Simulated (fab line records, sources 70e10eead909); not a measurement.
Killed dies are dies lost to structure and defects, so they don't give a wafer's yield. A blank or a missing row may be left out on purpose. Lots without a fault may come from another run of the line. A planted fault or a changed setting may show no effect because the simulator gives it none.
Chamber matching | flow nand_harc | NHARC_P_STI_ETCH_15 on rie_si-02: 4 sister chambers
The step etches the open film in HBr/Cl2, target depth 300 nm, time 100.1 s. 8 wafers are shown with their chamber, then 7 later ones without.

WAFERS WITH THEIR CHAMBER
wafer  | chamber | drypump_motor_current_A (A) | oes_product_au (a.u.)
L837.5 | 1       | 6.1                         | 1.020
L838.1 | 0       | 5.8                         | 0.981
L838.5 | 1       | 6.1                         | 1.014
L845.5 | 3       | 5.6                         | 0.998
L846.4 | 3       | 5.6                         | 1.001
L846.6 | 2       | 5.8                         | 1.003
L847.1 | 0       | 5.7                         | 0.987
L847.3 | 2       | 5.8                         | 1.006

WAFERS WITHOUT THEIR CHAMBER
wafer  | drypump_motor_current_A (A) | oes_product_au (a.u.)
L847.4 | 6.2                         | 1.010
L848.2 | 5.6                         | 1.003
L848.5 | 5.8                         | 0.996
L848.6 | 6.1                         | 1.006
L856.2 | 6.2                         | 1.012
L856.3 | 5.5                         | 0.988
L856.4 | 5.7                         | 0.993

WHICH CHAMBER EACH WENT THROUGH
wafer  | from the rows above          | in truth
L847.4 | 1                            | 1
L848.2 | 3                            | 3
L848.5 | can't be placed: 2 or 0      | 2
L848.6 | 1                            | 1
L856.2 | 1                            | 1
L856.3 | 3                            | 3
L856.4 | can't be placed: 0 or 3 or 2 | 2
Placed correctly: 5 of 7. Can't be placed from these rows: 2 (the true chamber is among the candidates in 2). Placed wrongly: 0.
How it was worked out, from the rows above alone: a wafer's distance from a chamber is the root of the sum, over the readings, of the square of ((its reading less the chamber's mean) divided by the reading's scatter). The wafer belongs to the nearest chamber; if the next one is less than 2 further off, it can't be placed. A chamber's mean is the mean of its shown wafers. The scatter: the root of (the sum of the squares of (reading less its chamber's mean) over the shown wafers, divided by (wafers less chambers)).
